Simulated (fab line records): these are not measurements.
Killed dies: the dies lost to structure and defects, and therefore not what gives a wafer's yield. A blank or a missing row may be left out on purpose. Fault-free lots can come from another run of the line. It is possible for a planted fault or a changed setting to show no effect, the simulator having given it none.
Code-filled problem report in 8D (eight disciplines) form -- flow n5-finfet -- the parts of the form that need people (team, actions taken, sign-off) are left out

== 1. THE PROBLEM ==
At N5_MIM_TOP_ETCH_ETCH_00, mfc-cl2-sccm averages 73.28 sccm over 2 wafers from 2 lots, while fault-free wafers read 53.25 sccm, standard deviation 0.18. So: +99 or more standard deviations from the usual mean.
The step: etches TiN in Cl2/BCl3, target depth 38.5 nm.
The first sign was on wafer L829.6 at day 15 11:29, on rie-metal-02. The record holds 34 wafers of 12 lots with a number at this step. The rule behind "out" and "out of limits": a value lying over 4 standard deviations away from the usual mean. All remaining wafers that have a number are taken as sound.

== 2. WHAT IT IS, WHAT IT ISN'T ==
question,is,is not
which readings at this step,"mfc-cl2-sccm, throttle-valve-pct","drypump-motor-current-A, oes-product-au, rf-fwd-power-W"
which lots,"L829, L830","L815, L816, L817, L819, L821, L834, L835, L836, L837, L838"
which wafers of those lots,"L829.6, L830.4","L829.3, L830.3, L830.6"
read on which tools,rie-metal-02,"rie-metal-01, rie-metal-03"
when,from day 15 11:29,"up to then (16 sound wafers); but 16 sound wafers of L830, L834, L835, L836, L837, L838 came after"

== 3. WHAT RULES OUT EACH SUSPECT ==
Counting: any tool at a process step up to the reading remains a suspect provided it ran every lot that is out. Sound lots after the first of them don't rule it out here, since some wafers of a struck lot are sound.
- rie-metal-02 at N5_MIM_TOP_ETCH_ETCH_00 (etches TiN in Cl2/BCl3, target depth 38.5 nm): kept. Ran every lot that is out, first one L829 (day 15 11:29); last sound lot up to then L819 (day 13 02:41). Its own mfc-cl2-sccm, throttle-valve-pct readings are out on those wafers.
- The sound lot-mates ran in chamber 0 of rie-metal-02 at N5_MIM_TOP_ETCH_ETCH_00, but the wafers that are out ran in chamber 1.
The count leaves rie-metal-02 at N5_MIM_TOP_ETCH_ETCH_00.

== 4. THE CAUSE (what the simulator had put in) ==
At N5_MIM_TOP_ETCH_ETCH_00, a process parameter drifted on rie-metal-02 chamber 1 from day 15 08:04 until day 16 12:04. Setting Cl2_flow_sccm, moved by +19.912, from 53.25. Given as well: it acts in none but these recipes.
Only this tool survived the counting.

== 5. SEQUENCE OF EFFECTS, ordered by route ==
One row per reading whose mean, taken over the struck wafers that have a number, lies over 3 standard deviations from the usual. Scope: only readings with a usual standard deviation given in the record; hours: median across lots of the time from each lot's start at the first step in this table that gives one to its start at this step; sigmas: change in usual standard deviations.
hours,step,reading,usual,on struck wafers,change,sigmas
0,N5_MIM_TOP_ETCH_ETCH_00,mfc-cl2-sccm,53.25 sccm,73.28,+20.03,+99 or more
0,N5_MIM_TOP_ETCH_ETCH_00,throttle-valve-pct,22.7 %,25.1,+2.4,+6.5
It contains these process steps:
- N5_MIM_TOP_ETCH_ETCH_00: etches TiN in Cl2/BCl3, target depth 38.5 nm.

== 6. WHAT WOULD HAVE CAUGHT IT SOONER ==
In this record no reading fell out of limits until day 15 11:29, 3 hours after the fault had begun at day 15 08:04.
